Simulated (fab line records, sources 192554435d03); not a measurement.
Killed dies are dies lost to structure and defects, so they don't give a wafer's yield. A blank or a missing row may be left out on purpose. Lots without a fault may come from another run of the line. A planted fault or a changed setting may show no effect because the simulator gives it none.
fab line records | flow n5_finfet | part 1 of 2: steps 1 to 18 of 29
record lots=5 wafers=15 last_day=16
route steps=1938 shown BEOL_M9@1430
lots that met no fault: from a run of the same line without faults
start_h: hours from the record's first day to the start of the lot's first wafer shown | wait_h: hours since the lot's step before | " the same as in the row above | L1.1+2: a row that stands for several wafers | - no value, or no start given | * or withheld: withheld | < > ~ a bound
route shown NAME@n: a module of which the file shows steps, and the number in the route of the first | usual: mean/standard deviation of fault-free wafers | same: alike in all rows | chamber/n: place in a boat | sites: the reading at each site | _std_site: their standard deviation | _edge_site: outer sites' mean less inner sites' | radius_mm: how far each site lies from the wafer's centre | mask NAME#n: copy n | behind: the tool/chamber that last shaped the wafer | hold: why the lot was held/for how many hours/how that ended | device: the transistor (n, p or np) that didn't switch | end of line: the same wafers' tests at the end of the route | a step without rows: its recipe alone | killed: dies lost to structure and defects at the first sort, not the wafer's yield | map: a wafer's dies, x killed, . not, _ none there
set.NAME: the setting as run; set.NAME@STEP: as run at that earlier step | model.NAME: the simulator's own value behind a step, which no gauge read
lots at some steps of the route; a table a step, a row a wafer
services: from which hour (start_h, from the record's first day; less than 0 if before it) a tool's chamber was out of use, for how many hours, and why
## steps
# step N5_BEOL_M9_SOFTBAKE_23
# recipe temp_c=110 time_s=60 resist=CAR-EUV
# columns lot.wafer tool chamber start_h wait_h
L080.2+5+6 litho_track-05 0 - -
L082.2+5+6 litho_track-04 0 - -
L085.1+2+5 litho_track-03 0 - -
L087.1+2+4 litho_track-04 0 - -
L092.3+4+5 litho_track-03 0 - -
# step N5_BEOL_M9_EXPOSE_25
# recipe mask_id=V8 na=0.33 source_shape=annular sigma_inner=0.4 sigma_outer=0.8 polarization=unpolarized dose_mj=37.25
# usual reticle_temp_C=22.98/0.093
# same na=0.33 sigma_outer=0.8
# columns lot.wafer tool chamber start_h wait_h mask reticle_temp_C
L080.2 euv_scanner-02 0 241.49 - V8#0 22.92
L080.5 " 0 " " V8#0 23.09
L080.6 " 0 " " V8#0 23.02
L082.2 euv_scanner-02 0 265.62 - V8#0 22.78
L082.5 " 0 " " V8#0 22.93
L082.6 " 0 " " V8#0 22.85
L085.1 euv_scanner-02 0 307.02 - V8#0 22.98
L085.2 " 0 " " V8#0 22.94
L085.5 " 0 " " V8#0 22.98
L087.1 euv_scanner-01 0 307.25 - V8#0 23.05
L087.2 " 0 " " V8#0 22.89
L087.4 " 0 " " V8#0 23.10
L092.3 euv_scanner-02 0 324.22 - V8#0 22.97
L092.4 " 0 " " V8#0 23.09
L092.5 " 0 " " V8#0 23.08
# step N5_BEOL_M9_PEB_26
# recipe peb_temp_c=100 peb_time_s=60 resist=CAR-EUV
# same peb_time_s=60
# columns lot.wafer tool chamber start_h wait_h
L080.2+5+6 litho_track-03 0 241.55 0.0
L082.2+5+6 litho_track-03 0 265.67 0.0
L085.1+2+5 litho_track-03 0 307.09 0.1
L087.1+2+4 litho_track-04 0 307.31 0.1
L092.3+4+5 litho_track-03 0 324.27 0.0
# step N5_BEOL_M9_DEVELOP_27
# recipe develop_time_s=30 developer=TMAH resist=CAR-EUV rinse_liquid=surfactant_rinse dry=air_spin dev_temp_c=23
# same develop_time_s=30
# columns lot.wafer tool chamber start_h wait_h
L080.2+5+6 litho_track-03 0 - -
L082.2+5+6 litho_track-03 0 - -
L085.1+2+5 litho_track-03 0 - -
L087.1+2+4 litho_track-04 0 - -
L092.3+4+5 litho_track-03 0 - -
# step N5_BEOL_M9_CD_MEAS_28
# recipe target_cd_nm=70 landing_energy_ev=500 detector=se_inlens polarity=opening
# usual cd_nm=70.02/0.24
# columns lot.wafer tool chamber start_h wait_h cd_nm
L080.2 cd_sem-03 0 241.62 - 70.44
L080.5 " 0 " " 70.40
L080.6 " 0 " " 69.99
L082.2 cd_sem-03 0 265.74 - 70.43
L082.5 " 0 " " 69.77
L082.6 " 0 " " 69.96
L085.1 cd_sem-03 0 307.15 - 70.22
L085.2 " 0 " " 70.12
L085.5 " 0 " " 69.96
L087.1 cd_sem-03 0 307.38 - 69.83
L087.2 " 0 " " 69.73
L087.4 " 0 " " 69.90
L092.3 cd_sem-02 0 324.34 - 70.21
L092.4 " 0 " " 70.27
L092.5 " 0 " " 70.25
# step N5_BEOL_M9_OVL_MEAS_29
# recipe points_per_wafer=522
# usual V8_OVL=0.1/0.66
# columns lot.wafer tool chamber start_h wait_h V8_OVL[nm]
L080.2 overlay-01 0 241.65 0.0 0.0
L080.5 " 0 " " 0.7
L080.6 " 0 " " 0.4
L082.2 overlay-01 0 265.79 0.1 0.2
L082.5 " 0 " " -0.8
L082.6 " 0 " " -0.5
L085.1 overlay-01 0 307.19 0.0 0.9
L085.2 " 0 " " 1.7
L085.5 " 0 " " 1.4
L087.1 overlay-02 0 307.41 0.0 -0.4
L087.2 " 0 " " 0.3
L087.4 " 0 " " 0.1
L092.3 overlay-01 0 324.37 0.0 1.1
L092.4 " 0 " " 1.0
L092.5 " 0 " " 1.2
# step N5_BEOL_M9_INSPECT_30
# recipe mode=adi inspect_instrument=brightfield
# usual raw_defect_count=401/89
# columns lot.wafer tool chamber start_h wait_h raw_defect_count
L080.2 defect_inspect-01 - 241.70 0.0 419
L080.5 " - " " 512
L080.6 " - " " 466
L082.2 defect_inspect-02 - 265.85 0.0 384
L082.5 " - " " 264
L082.6 " - " " 373
L085.1 defect_inspect-02 - 307.25 0.1 281
L085.2 " - " " 352
L085.5 " - " " 246
L087.1 defect_inspect-01 - 307.47 0.1 358
L087.2 " - " " 402
L087.4 " - " " 386
L092.3 defect_inspect-01 - 324.42 0.0 464
L092.4 " - " " 461
L092.5 " - " " 424
# step N5_BEOL_M9_DESCUM_33
# recipe chemistry=O2 time_s=7 source_power_w=50 bias_power_w=20 pressure_mtorr=20 rf_frequency_hz=2.712e+07 temp_c=40 resist=CAR-EUV o2_flow_sccm=225
# usual drypump_motor_current_A=5.8/0.39 oes_product_au=0.75/0.056 rf_vpp_V=243.4/1.2 showerhead_plenum_p_Torr=2.11/0.055 throttle_valve_pct=20.50/0.13
# columns lot.wafer tool chamber start_h wait_h drypump_motor_current_A oes_product_au rf_hours_counter_h rf_vpp_V showerhead_plenum_p_Torr throttle_valve_pct
L080.2 rie_diel-05 0 241.74 0.0 5.2 0.78 105 244.2 2.10 20.65
L080.5 " 0 " " 5.3 0.78 - 244.0 2.10 20.65
L080.6 " 1 " " 5.8 0.71 - 244.2 2.17 20.53
L082.2 rie_diel-04 1 265.94 0.1 6.2 0.74 170 241.7 2.09 20.65
L082.5 " 0 " " 5.4 0.82 - 244.0 2.21 20.31
L082.6 " 1 " " 6.2 0.73 - 243.4 2.09 20.68
L085.1 rie_diel-05 3 307.29 0.0 5.7 0.80 89 242.8 2.20 20.43
L085.2 " 1 " " 5.8 0.71 204 244.0 2.16 20.56
L085.5 " 2 " " 5.7 0.70 - 242.3 2.15 20.72
L087.1 rie_diel-03 1 307.63 0.2 6.0 0.84 69 241.5 2.04 20.37
L087.2 " 2 " " 5.4 0.72 214 242.4 2.08 20.33
L087.4 " 3 " " 5.6 0.68 244 241.4 2.06 20.56
L092.3 rie_diel-03 3 324.46 0.0 5.6 0.67 247 241.5 2.06 20.58
L092.4 " 0 " " 6.4 0.70 245 241.7 2.05 20.48
L092.5 " 3 " " 5.6 0.67 - 244.0 2.06 20.59
# step N5_BEOL_M9_ETCH_76
# recipe chemistry=N2/H2 target=underlayer target_depth_a=65 mask_material=CAR-EUV time_s=5.2 ion_energy_ev=200 pressure_mtorr=30 source_w=840 bias_w=150 n2_flow_sccm=200 h2_flow_sccm=200 ends=cleared
# usual drypump_motor_current_A=5.8/0.39 etch_rf_on_time_s=5.19/0.088 oes_product_au=0.63/0.049 rf_vpp_V=524.5/2.2 showerhead_plenum_p_Torr=2.56/0.07 throttle_valve_pct=17.96/0.15
# columns lot.wafer tool chamber start_h wait_h drypump_motor_current_A etch_rf_on_time_s oes_product_au rf_hours_counter_h rf_vpp_V showerhead_plenum_p_Torr throttle_valve_pct
L080.2 rie_diel-05 0 241.77 0.0 5.2 5.28 0.67 105 525.0 2.56 18.22
L080.5 " 0 " " 5.2 5.27 0.67 - 525.0 2.56 18.21
L080.6 " 1 " " 5.8 5.29 0.61 - 525.7 2.64 17.94
L082.2 rie_diel-04 1 265.97 0.0 6.2 5.15 0.62 170 524.7 2.54 18.14
L082.5 " 0 " " 5.4 5.11 0.70 - 527.2 2.68 17.69
L082.6 " 1 " " 6.2 5.22 0.63 - 522.9 2.54 18.12
L085.1 rie_diel-05 3 307.33 0.0 5.7 5.09 0.68 89 528.8 2.69 17.95
L085.2 " 1 " " 5.8 5.22 0.60 204 525.0 2.63 17.95
L085.5 " 2 " " 5.8 5.28 0.59 - 526.8 2.61 18.13
L087.1 rie_diel-03 1 307.66 0.0 6.0 5.05 0.71 69 521.5 2.47 17.88
L087.2 " 2 " " 5.5 5.15 0.61 214 523.4 2.51 17.79
L087.4 " 3 " " 5.6 5.15 0.57 244 521.1 2.50 18.03
L092.3 rie_diel-03 3 324.49 0.0 5.6 5.12 0.58 247 522.0 2.50 18.03
L092.4 " 0 " " 6.4 5.16 0.60 245 523.5 2.49 17.94
L092.5 " 3 " " 5.6 5.18 0.58 - 523.0 2.50 18.04
# step N5_BEOL_M9_ETCH_65
# recipe chemistry=CF4 target=SiARC target_depth_a=156 mask_material=CAR-EUV time_s=26 ion_energy_ev=80 pressure_mtorr=40 source_w=545 bias_w=36 Ar_flow_sccm=100 cf4_flow_sccm=100 ends=cleared
# usual drypump_motor_current_A=5.8/0.39 etch_rf_on_time_s=26.0/0.41 oes_product_au=0.64/0.049 rf_vpp_V=184.2/0.93 showerhead_plenum_p_Torr=2.15/0.053 throttle_valve_pct=15.68/0.15
# columns lot.wafer tool chamber start_h wait_h drypump_motor_current_A etch_rf_on_time_s oes_product_au rf_hours_counter_h rf_vpp_V showerhead_plenum_p_Torr throttle_valve_pct
L080.2 rie_diel-05 0 241.79 0.0 5.2 26.3 0.66 105 185.2 2.16 15.79
L080.5 " 0 " " 5.2 26.3 0.67 - 183.7 2.16 15.80
L080.6 " 1 " " 5.8 26.2 0.61 - 185.8 2.21 15.74
L082.2 rie_diel-04 1 265.99 0.0 6.2 26.0 0.63 170 184.2 2.13 15.83
L082.5 " 0 " " 5.4 25.4 0.71 - 184.2 2.25 15.44
L082.6 " 1 " " 6.2 26.3 0.63 - 183.8 2.13 15.84
L085.1 rie_diel-05 3 307.35 0.0 5.7 25.5 0.69 89 185.0 2.24 15.59
L085.2 " 1 " " 5.8 26.2 0.60 204 184.4 2.21 15.74
L085.5 " 2 " " 5.7 26.4 0.59 - 184.1 2.20 15.95
L087.1 rie_diel-03 1 307.68 0.0 6.1 25.4 0.71 69 183.5 2.08 15.46
L087.2 " 2 " " 5.5 26.0 0.61 214 182.7 2.12 15.54
L087.4 " 3 " " 5.6 26.1 0.57 244 184.7 2.11 15.82
L092.3 rie_diel-03 3 324.51 0.0 5.6 26.4 0.57 247 184.3 2.10 15.82
L092.4 " 0 " " 6.4 26.2 0.60 245 184.2 2.11 15.77
L092.5 " 3 " " 5.6 26.3 0.57 - 185.4 2.10 15.84
# step N5_BEOL_M9_ETCH_66
# recipe chemistry=N2/H2 target=SOC target_depth_a=800 overetch_a=160 mask_material=SiARC temp_c=40 time_s=120 ion_energy_ev=200 pressure_mtorr=30 source_w=840 bias_w=150 n2_flow_sccm=200 h2_flow_sccm=200
# usual drypump_motor_current_A=5.8/0.39 oes_product_au=0.57/0.04 rf_vpp_V=524.5/2.1 showerhead_plenum_p_Torr=2.56/0.07 throttle_valve_pct=17.92/0.15
# columns lot.wafer tool chamber start_h wait_h drypump_motor_current_A oes_product_au rf_hours_counter_h rf_vpp_V showerhead_plenum_p_Torr throttle_valve_pct
L080.2 rie_diel-05 0 241.82 0.0 5.2 0.60 105 524.2 2.56 18.14
L080.5 " 0 " " 5.2 0.60 - 523.1 2.56 18.15
L080.6 " 1 " " 5.8 0.55 - 526.6 2.64 17.91
L082.2 rie_diel-04 1 266.02 0.0 6.2 0.57 170 523.3 2.54 18.08
L082.5 " 0 " " 5.4 0.62 - 528.0 2.68 17.68
L082.6 " 1 " " 6.2 0.56 - 522.4 2.54 18.09
L085.1 rie_diel-05 3 307.37 0.0 5.7 0.61 89 527.9 2.69 17.92
L085.2 " 1 " " 5.8 0.54 204 526.6 2.63 17.95
L085.5 " 2 " " 5.7 0.54 - 525.6 2.61 18.10
L087.1 rie_diel-03 1 307.70 0.0 6.0 0.63 69 522.1 2.47 17.82
L087.2 " 2 " " 5.5 0.55 214 524.3 2.51 17.74
L087.4 " 3 " " 5.6 0.52 244 523.0 2.50 17.98
L092.3 rie_diel-03 3 324.53 0.0 5.6 0.52 247 523.9 2.50 17.99
L092.4 " 0 " " 6.4 0.54 245 523.4 2.49 17.91
L092.5 " 3 " " 5.6 0.51 - 521.8 2.50 17.99
# step N5_BEOL_M9_STRIP_69
# recipe chemistry=N2/H2 temp_c=40 n2_flow_sccm=200 h2_flow_sccm=200 rf_frequency_hz=6e+07
# columns lot.wafer tool chamber start_h wait_h
L080.2+5+6 rie_diel-05 0,0,1 241.90 0.0
L082.2+5+6 rie_diel-04 1,0,1 266.10 0.0
L085.1+2+5 rie_diel-05 3,1,2 307.45 0.0
L087.1+2+4 rie_diel-03 1,2,3 307.79 0.0
L092.3+4+5 rie_diel-03 3,0,3 324.62 0.0
# step N5_BEOL_M9_STRIP_77
# recipe chemistry=N2/H2 temp_c=40 n2_flow_sccm=200 h2_flow_sccm=200 rf_frequency_hz=6e+07
# columns lot.wafer tool chamber start_h wait_h
L080.2+5+6 rie_diel-05 0,0,1 241.91 0.0
L082.2+5+6 rie_diel-04 1,0,1 266.11 0.0
L085.1+2+5 rie_diel-05 3,1,2 307.46 0.0
L087.1+2+4 rie_diel-03 1,2,3 307.80 0.0
L092.3+4+5 rie_diel-03 3,0,3 324.63 0.0
# step N5_BEOL_M9_VIA_ETCH_34
# recipe chemistry=C4F6/O2 target=SiCOH_lowk target_depth_a=1824 mask_material=SOC taper_deg=4 time_s=68.4 ion_energy_ev=250 pressure_mtorr=30 source_w=345 bias_w=185 Ar_flow_sccm=300 C4F6_flow_sccm=10 O2_flow_sccm=10
# usual drypump_motor_current_A=5.8/0.4 oes_f_703_au=0.74/0.056 oes_product_au=0.74/0.056 rf_vpp_V=666/4.1 showerhead_plenum_p_Torr=2.86/0.072 throttle_valve_pct=20.95/0.16
# columns lot.wafer tool chamber start_h wait_h drypump_motor_current_A oes_f_703_au oes_product_au rf_hours_counter_h rf_vpp_V showerhead_plenum_p_Torr throttle_valve_pct
L080.2 rie_diel-05 0 241.92 0.0 5.2 0.78 0.78 105 664 2.87 21.19
L080.5 " 0 " " 5.2 0.78 0.78 - 664 2.87 21.21
L080.6 " 1 " " 5.8 0.72 0.71 - 662 2.94 20.99
L082.2 rie_diel-04 1 266.12 0.0 6.2 0.73 0.74 170 666 2.83 21.09
L082.5 " 0 " " 5.4 0.82 0.82 - 669 2.98 20.71
L082.6 " 1 " " 6.2 0.73 0.74 - 666 2.83 21.09
L085.1 rie_diel-05 3 307.47 0.0 5.7 0.81 0.81 89 671 2.98 20.94
L085.2 " 1 " " 5.8 0.71 0.70 204 662 2.93 21.01
L085.5 " 2 " " 5.7 0.70 0.69 - 669 2.91 21.14
L087.1 rie_diel-03 1 307.81 0.0 6.1 0.83 0.84 69 666 2.76 20.75
L087.2 " 2 " " 5.5 0.72 0.72 214 663 2.82 20.76
L087.4 " 3 " " 5.6 0.67 0.68 244 672 2.81 21.06
L092.3 rie_diel-03 3 324.64 0.0 5.6 0.66 0.68 247 674 2.80 21.09
L092.4 " 0 " " 6.3 0.71 0.70 245 666 2.79 20.94
L092.5 " 3 " " 5.6 0.66 0.68 - 674 2.80 21.06
# step N5_BEOL_M9_STRIP_73
# recipe chemistry=C4F6/O2 resist=SiARC rf_frequency_hz=6e+07
# columns lot.wafer tool chamber start_h wait_h
L080.2+5+6 rie_diel-05 0,0,1 241.97 0.0
L082.2+5+6 rie_diel-04 1,0,1 266.17 0.0
L085.1+2+5 rie_diel-05 3,1,2 307.53 0.0
L087.1+2+4 rie_diel-03 1,2,3 307.86 0.0
L092.3+4+5 rie_diel-03 3,0,3 324.69 0.0
# step N5_BEOL_M9_STRIP_36
# recipe chemistry=N2/H2 power_w=450 temp_c=40 pressure_mtorr=20 rf_frequency_hz=6e+07 overash_fraction=0.3 bias_power_w=7 h2_frac=0.5 n2_flow_sccm=200 h2_flow_sccm=200
# usual drypump_motor_current_A=5.8/0.39 oes_product_au=0.75/0.056 rf_vpp_V=59.1/1.4 showerhead_plenum_p_Torr=2.56/0.07 throttle_valve_pct=23.76/0.21
# columns lot.wafer tool chamber start_h wait_h drypump_motor_current_A oes_product_au rf_hours_counter_h rf_vpp_V showerhead_plenum_p_Torr throttle_valve_pct
L080.2 rie_diel-05 0 241.98 0.0 5.2 0.78 105 60.2 2.56 24.23
L080.5 " 0 " " 5.2 0.79 - 60.0 2.56 24.23
L080.6 " 1 " " 5.8 0.73 - 58.4 2.63 23.65
L082.2 rie_diel-04 1 266.18 0.0 6.2 0.73 170 58.1 2.53 23.91
L082.5 " 0 " " 5.4 0.81 - 59.0 2.68 23.50
L082.6 " 1 " " 6.2 0.74 - 58.0 2.53 23.96
L085.1 rie_diel-05 3 307.54 0.0 5.7 0.81 89 59.8 2.68 23.81
L085.2 " 1 " " 5.8 0.71 204 60.1 2.63 23.72
L085.5 " 2 " " 5.7 0.70 - 58.2 2.60 23.87
L087.1 rie_diel-03 1 307.87 0.0 6.1 0.82 69 59.4 2.47 23.84
L087.2 " 2 " " 5.4 0.71 214 57.1 2.51 23.53
L087.4 " 3 " " 5.6 0.68 244 57.8 2.50 23.70
L092.3 rie_diel-03 3 324.70 0.0 5.6 0.68 247 59.3 2.50 23.70
L092.4 " 0 " " 6.4 0.70 245 58.3 2.49 23.63
L092.5 " 3 " " 5.6 0.67 - 60.4 2.50 23.70
# step N5_BEOL_M9_TRENCH_ETCH_37
# recipe chemistry=C4F6/O2 target_depth_a=1514.3 target=SiCOH_lowk time_s=49 ion_energy_ev=250 pressure_mtorr=30 source_w=345 bias_w=185 Ar_flow_sccm=300 C4F6_flow_sccm=10 O2_flow_sccm=10
# usual drypump_motor_current_A=5.8/0.39 oes_f_703_au=0.74/0.056 oes_product_au=0.74/0.057 rf_vpp_V=666/4.3 showerhead_plenum_p_Torr=2.86/0.072 throttle_valve_pct=20.98/0.16
# columns lot.wafer tool chamber start_h wait_h drypump_motor_current_A oes_f_703_au oes_product_au rf_hours_counter_h rf_vpp_V showerhead_plenum_p_Torr throttle_valve_pct
L080.2 rie_diel-05 0 - - 5.2 0.79 0.78 105 662 2.87 21.24
L080.5 " 0 " " 5.2 0.78 0.78 - 663 2.87 21.23
L080.6 " 1 " " 5.8 0.72 0.71 - 660 2.94 21.00
L082.2 rie_diel-04 1 - - 6.2 0.73 0.74 170 664 2.83 21.11
L082.5 " 0 " " 5.5 0.83 0.82 - 669 2.98 20.73
L082.6 " 1 " " 6.2 0.72 0.74 - 667 2.83 21.12
L085.1 rie_diel-05 3 - - 5.7 0.81 0.80 89 671 2.98 20.95
L085.2 " 1 " " 5.8 0.71 0.70 204 661 2.93 21.03
L085.5 " 2 " " 5.7 0.70 0.70 - 672 2.91 21.18
L087.1 rie_diel-03 1 - - 6.0 0.84 0.84 69 664 2.76 20.78
L087.2 " 2 " " 5.5 0.72 0.71 215 662 2.82 20.78
L087.4 " 3 " " 5.6 0.67 0.68 244 673 2.81 21.10
L092.3 rie_diel-03 3 - - 5.6 0.67 0.67 247 673 2.80 21.11
L092.4 " 0 " " 6.4 0.71 0.70 245 665 2.79 20.97
L092.5 " 3 " " 5.6 0.67 0.67 - 673 2.80 21.10
# step N5_BEOL_M9_ETCH_41
# recipe chemistry=CH3F/O2 target=SiCN target_depth_a=366 taper_deg=2 time_s=70.1 ion_energy_ev=120 mask_material=TiN pressure_mtorr=30 source_w=395 bias_w=75 Ar_flow_sccm=150 CH3F_flow_sccm=30 O2_flow_sccm=20
# usual drypump_motor_current_A=5.8/0.39 oes_product_au=0.74/0.056 rf_vpp_V=297.6/1.4 showerhead_plenum_p_Torr=2.01/0.053 throttle_valve_pct=16.39/0.15
# columns lot.wafer tool chamber start_h wait_h drypump_motor_current_A oes_product_au rf_hours_counter_h rf_vpp_V showerhead_plenum_p_Torr throttle_valve_pct
L080.2 rie_diel-05 0 - - 5.2 0.78 105 298.2 2.02 16.55
L080.5 " 0 " " 5.2 0.77 - 299.0 2.02 16.55
L080.6 " 1 " " 5.8 0.71 - 298.5 2.07 16.40
L082.2 rie_diel-04 1 - - 6.2 0.74 170 296.5 1.99 16.53
L082.5 " 0 " " 5.4 0.82 - 298.7 2.10 16.13
L082.6 " 1 " " 6.2 0.73 - 296.9 1.99 16.53
L085.1 rie_diel-05 3 - - 5.7 0.80 89 298.9 2.10 16.35
L085.2 " 1 " " 5.8 0.70 204 297.2 2.06 16.45
L085.5 " 2 " " 5.7 0.70 - 300.2 2.05 16.60
L087.1 rie_diel-03 1 - - 6.0 0.83 69 295.9 1.94 16.16
L087.2 " 2 " " 5.4 0.71 215 297.6 1.98 16.24
L087.4 " 3 " " 5.6 0.68 244 295.5 1.97 16.53
L092.3 rie_diel-03 3 - - 5.6 0.68 248 295.5 1.97 16.54
L092.4 " 0 " " 6.4 0.71 245 297.0 1.96 16.43
L092.5 " 3 " " 5.6 0.67 - 296.8 1.97 16.54
